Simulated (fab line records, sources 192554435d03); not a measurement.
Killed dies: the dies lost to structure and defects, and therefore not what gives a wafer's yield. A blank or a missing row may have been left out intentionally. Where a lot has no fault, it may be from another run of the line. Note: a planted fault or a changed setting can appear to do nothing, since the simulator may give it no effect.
The same fault as seen by 2 desks ; flow n5 finfet ; every desk sees just its own numbers, and what lay behind them comes last

AT THE TOOL OWNER'S DESK: litho track-01
The tool's own readings at N5_BEOL_M1_COAT_76 (time 60 s, resist thk 5 nm): means of the sampled wafers that have a number, for each lot that ran on this tool. If a lot's mean is further than 4 standard deviations from the usual mean, the lot is out of limits and carries the mark OUT (the distance appears in the brackets).
Columns: A = run length s at N5_BEOL_M1_COAT_76, usual 66.05 s
lot;first seen here;A
L628;day 6 11:47;66.13
L630;day 6 22:29;66.14
L634;day 8 18:49;66.02
L639;day 9 06:21;66.14
L637;day 9 06:54;66.07
L648;day 11 08:27;67.85 (+11) OUT
L650;day 12 10:02;68.02 (+12) OUT
L651;day 12 21:47;68.47 (+15) OUT
This desk's verdict: out of limits on L648, L650, L651, starting with L648 at day 11 08:27 (run length s at N5_BEOL_M1_COAT_76). L628, L630, L634, L639, L637 stayed within limits.

FROM THE METROLOGY DESK
Lot by lot, what the gauges showed, no matter which tool ran the lot: averages of those sampled wafers that carry a number. If a lot's mean is further than 4 standard deviations from the usual mean, the lot is out of limits and carries the mark OUT (the distance appears in the brackets). Only the readings that lie furthest out on some lot appear, 7 of the 12 it has.
Columns: A = M1_OVL at N5_BEOL_M1_OVL_MEAS_12, usual 0.0 nm; B = cd nm at N5_BEOL_M1_CD_MEAS_18, usual 18.0 nm; C = DIBL_P at N5_BEOL_M4_RC_MEAS_101, usual 36.4 mV/V; D = IOFF_P at N5_BEOL_M4_RC_MEAS_101, usual 0.21 nA/um; E = SS_N at N5_BEOL_M4_RC_MEAS_101, usual 71.4 mV/dec; F = SS_P at N5_BEOL_M4_RC_MEAS_101, usual 73.2 mV/dec; G = VT_P at N5_BEOL_M4_RC_MEAS_101, usual -250 mV
lot;first seen here;A;B;C;D;E;F;G
L628;day 6 11:11;-0.1;17.9;39.2;0.22;72.0;74.0;-252
L630;day 6 21:49;0.8;18.1;32.7;0.15;71.6;72.1;-255
L631;day 6 22:19;-0.7;18.1;38.1;0.22;71.4;73.4;-249
L634;day 8 18:16;-0.5;17.8;35.4;0.23;71.7;73.1;-247
L636;day 8 22:37;-0.4;18.0;34.7;0.19;71.6;72.9;-253
L639;day 9 05:41;-0.3;17.9;36.5;0.19;70.6;72.9;-252
L637;day 9 06:19;0.6;17.6;36.5;0.18;71.7;72.7;-257
L648;day 11 07:51;0.6;18.3;34.7;0.22;71.2;72.9;-250
L650;day 12 09:29;-0.2;17.9;35.2;0.18;71.2;73.0;-250
L651;day 12 21:07;1.0;17.5;36.2;0.21;71.5;74.0;-250
This desk's verdict: no lot among the 10 shows anything out of limits.

BROUGHT TOGETHER
On L648, L650, L651, at day 11 08:27, an alarm was possible from the tool owner's desk.
At the metrology desk, nothing out of limits was observed.
The metrology desk has L648, L650, L651 on record, within its limits.
All the named lots went through N5_BEOL_M1_COAT_76 on litho track-01.

WHAT HAD BEEN PUT IN BY THE SIMULATOR
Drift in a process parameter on litho track-01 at N5_BEOL_M1_COAT_76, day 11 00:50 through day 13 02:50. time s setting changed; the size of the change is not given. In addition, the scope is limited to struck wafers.
Struck lots among those shown: L648, L650, L651.
Time in hours from fault onset to the first out-of-limits reading at each desk: the tool owner's desk, 8.
